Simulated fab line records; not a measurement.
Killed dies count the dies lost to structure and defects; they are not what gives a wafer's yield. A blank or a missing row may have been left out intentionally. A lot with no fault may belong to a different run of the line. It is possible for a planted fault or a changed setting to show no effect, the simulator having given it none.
Split-lot experiment / flow n5-finfet / 7 lots, 21 wafers read, on a route of 1938 steps

== SPLIT DETAILS ==
At N5_BEOL_M6_COAT_22 (resist thk 30 nm), the setting spin-rpm was moved away from the recipe's 1500 rpm on 2 of the 21 wafers read, by +10.6% to +11.0%. For the rest of the wafers, this setting stayed at what the recipe calls for.

Between the split and the reading, the file records no step.

== THE READING ==
CAR-EUV_of_BEOL_M6_COAT_22.thk-nm (the simulator's own value, which no gauge read), in nm, at N5_BEOL_M6_DESCUM_33 (chemistry O2, time 7 s). The file does not state a usual value for it. Here, 19 wafers ran the recipe; their average is 26.1 nm with a standard deviation of 0.28 nm.

wafer=L075.1; tool, chamber at the split=litho-track-03, 0; spin-rpm as run, rpm=1500; against the recipe=recipe; CAR-EUV_of_BEOL_M6_COAT_22.thk-nm, nm=26.2; against lot-mates on the recipe=-
wafer=L075.3; tool, chamber at the split=litho-track-03, 0; spin-rpm as run, rpm=1500; against the recipe=recipe; CAR-EUV_of_BEOL_M6_COAT_22.thk-nm, nm=26.2; against lot-mates on the recipe=-
wafer=L075.4; tool, chamber at the split=litho-track-03, 0; spin-rpm as run, rpm=1665; against the recipe=+11.0%; CAR-EUV_of_BEOL_M6_COAT_22.thk-nm, nm=24.6; against lot-mates on the recipe=-1.6
wafer=L077.1; tool, chamber at the split=litho-track-03, 0; spin-rpm as run, rpm=1500; against the recipe=recipe; CAR-EUV_of_BEOL_M6_COAT_22.thk-nm, nm=26.8; against lot-mates on the recipe=-
wafer=L077.2; tool, chamber at the split=litho-track-03, 0; spin-rpm as run, rpm=1500; against the recipe=recipe; CAR-EUV_of_BEOL_M6_COAT_22.thk-nm, nm=26.8; against lot-mates on the recipe=-
wafer=L077.6; tool, chamber at the split=litho-track-03, 0; spin-rpm as run, rpm=1500; against the recipe=recipe; CAR-EUV_of_BEOL_M6_COAT_22.thk-nm, nm=26.2; against lot-mates on the recipe=-
wafer=L083.3; tool, chamber at the split=litho-track-03, 0; spin-rpm as run, rpm=1659; against the recipe=+10.6%; CAR-EUV_of_BEOL_M6_COAT_22.thk-nm, nm=24.6; against lot-mates on the recipe=-1.3
wafer=L083.4; tool, chamber at the split=litho-track-03, 0; spin-rpm as run, rpm=1500; against the recipe=recipe; CAR-EUV_of_BEOL_M6_COAT_22.thk-nm, nm=25.8; against lot-mates on the recipe=-
wafer=L083.6; tool, chamber at the split=litho-track-03, 0; spin-rpm as run, rpm=1500; against the recipe=recipe; CAR-EUV_of_BEOL_M6_COAT_22.thk-nm, nm=26; against lot-mates on the recipe=-
wafer=L090.1; tool, chamber at the split=litho-track-02, 0; spin-rpm as run, rpm=1500; against the recipe=recipe; CAR-EUV_of_BEOL_M6_COAT_22.thk-nm, nm=26.2; against lot-mates on the recipe=-
wafer=L090.5; tool, chamber at the split=litho-track-02, 0; spin-rpm as run, rpm=1500; against the recipe=recipe; CAR-EUV_of_BEOL_M6_COAT_22.thk-nm, nm=26.2; against lot-mates on the recipe=-
wafer=L090.4; tool, chamber at the split=litho-track-02, 0; spin-rpm as run, rpm=1500; against the recipe=recipe; CAR-EUV_of_BEOL_M6_COAT_22.thk-nm, nm=25.6; against lot-mates on the recipe=-
wafer=L091.1; tool, chamber at the split=litho-track-02, 0; spin-rpm as run, rpm=1500; against the recipe=recipe; CAR-EUV_of_BEOL_M6_COAT_22.thk-nm, nm=26.2; against lot-mates on the recipe=-
wafer=L091.4; tool, chamber at the split=litho-track-02, 0; spin-rpm as run, rpm=1500; against the recipe=recipe; CAR-EUV_of_BEOL_M6_COAT_22.thk-nm, nm=26; against lot-mates on the recipe=-
wafer=L091.5; tool, chamber at the split=litho-track-02, 0; spin-rpm as run, rpm=1500; against the recipe=recipe; CAR-EUV_of_BEOL_M6_COAT_22.thk-nm, nm=26; against lot-mates on the recipe=-
wafer=L094.3; tool, chamber at the split=litho-track-01, 0; spin-rpm as run, rpm=1500; against the recipe=recipe; CAR-EUV_of_BEOL_M6_COAT_22.thk-nm, nm=26; against lot-mates on the recipe=-
wafer=L094.5; tool, chamber at the split=litho-track-01, 0; spin-rpm as run, rpm=1500; against the recipe=recipe; CAR-EUV_of_BEOL_M6_COAT_22.thk-nm, nm=26; against lot-mates on the recipe=-
wafer=L094.6; tool, chamber at the split=litho-track-01, 0; spin-rpm as run, rpm=1500; against the recipe=recipe; CAR-EUV_of_BEOL_M6_COAT_22.thk-nm, nm=26; against lot-mates on the recipe=-
wafer=L095.2; tool, chamber at the split=litho-track-03, 0; spin-rpm as run, rpm=1500; against the recipe=recipe; CAR-EUV_of_BEOL_M6_COAT_22.thk-nm, nm=26; against lot-mates on the recipe=-
wafer=L095.6; tool, chamber at the split=litho-track-03, 0; spin-rpm as run, rpm=1500; against the recipe=recipe; CAR-EUV_of_BEOL_M6_COAT_22.thk-nm, nm=26; against lot-mates on the recipe=-
wafer=L095.4; tool, chamber at the split=litho-track-03, 0; spin-rpm as run, rpm=1500; against the recipe=recipe; CAR-EUV_of_BEOL_M6_COAT_22.thk-nm, nm=26.2; against lot-mates on the recipe=-

FIT RESULTS
A straight line over all 21 wafers: CAR-EUV_of_BEOL_M6_COAT_22.thk-nm changes by -0.141 nm for each +1% of spin-rpm; r = -0.86; the points scatter about the line by 0.28 nm.
The same after taking each lot's own level away (the mean of its wafers on the recipe; 21 wafers): -0.134 nm for each +1%; r = -0.93; scatter 0.18 nm.
According to that fit, moving spin-rpm by its largest amount changes the reading by 1.5 nm.
From 25.90 to 26.60 nm: that is the span of the lots' own levels, equal to 2.5 times the standard deviation above.
Hence the lot-to-lot level has little effect on the slope; both slopes agree.
Check: -1.35 nm against its lot-mates is what the line predicts for one of the wafers moved furthest among these (+11.0%) when that wafer is left out of the fit. Against them it came out at -1.6 nm.

== THE WHOLE CHAIN: every reading that the file lists as answering this split, in the file's order ==
step=N5_BEOL_M6_COAT_22; what it does=resist thk 30 nm; reading=CAR-EUV_of_BEOL_M6_COAT_22.thk-nm (the simulator's own value, which no gauge read); change (the file's fit)=-0.139 nm for each +1% of the setting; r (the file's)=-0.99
step=N5_BEOL_M6_DESCUM_33; what it does=chemistry O2, time 7 s; reading=CAR-EUV_of_BEOL_M6_COAT_22.thk-nm (the simulator's own value, which no gauge read); change (the file's fit)=-0.134 nm for each +1% of the setting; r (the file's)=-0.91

== THE FILE'S OWN FIT ==
CAR-EUV_of_BEOL_M6_COAT_22.thk-nm changes by -0.134 nm for each +1% of spin-rpm, r = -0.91.
